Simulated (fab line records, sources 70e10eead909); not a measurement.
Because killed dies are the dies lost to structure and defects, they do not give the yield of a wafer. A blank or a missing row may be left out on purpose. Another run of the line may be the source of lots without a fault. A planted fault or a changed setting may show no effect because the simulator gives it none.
Which tool is to blame? ; flow nand_harc ; route of 1159 steps, sampled at 1 step: 10 lots, 28 wafers

== WHAT THE GAUGES SHOWED, per wafer ==
NHARC_P_M2_THK_MEAS_24: measures by xrf. Usual: thk_nm 144.3 nm, standard deviation 1.7.
lot;measured;on;thk_nm (nm);flag
L460;day 6 02:07;film_metro-02;144.6 144.2 146.9;
L461;day 6 15:44;film_metro-02;144.8 143.0 143.5;
L462;day 6 16:19;film_metro-01;142.1 144.5 142.1;
L465;day 7 03:59;film_metro-01;144.6 144.1 146.3;
L467;day 7 22:36;film_metro-01;141.7;
L477;day 10 12:27;film_metro-01;145.9 145.1 144.2;
L481;day 11 15:16;film_metro-01;143.4 143.0 142.7;
L480;day 11 16:21;film_metro-02;144.3 145.2 145.6;
L483;day 11 18:25;film_metro-02;143.1 143.1 142.0;
L482;day 11 19:02;film_metro-01;145.1 143.2 146.8;

== WHICH TOOL RAN EACH LOT (tool, then ch and the chambers of the sampled wafers, then the start) ==
No process step before these readings appears in the record.

== WHAT THE TOOLS THEMSELVES READ (means of the sampled wafers that have a number; where no wafer has one, the mark that the record gives instead) ==
The record holds no such reading with a usual standard deviation.

== THE ANSWER, worked out from the rows above alone ==
Rule: a lot is off if the mean of its wafers that have a number lies more than 3 standard deviations from the usual mean. Also off: a lot with no number at a reading for which 4 or more lots have one. Where the step has rows for the other lots, those lots are counted as sound. First the gauges in route order, then the tools' own readings, where a lot's mean is used as printed above. The first step at which some lot is off is used, and at that step the reading that is off furthest; a lot without a number counts as furthest.
Nothing can be told from this: no lot is off at any reading shown.

== WHAT HAD BEEN PUT IN BY THE SIMULATOR ==
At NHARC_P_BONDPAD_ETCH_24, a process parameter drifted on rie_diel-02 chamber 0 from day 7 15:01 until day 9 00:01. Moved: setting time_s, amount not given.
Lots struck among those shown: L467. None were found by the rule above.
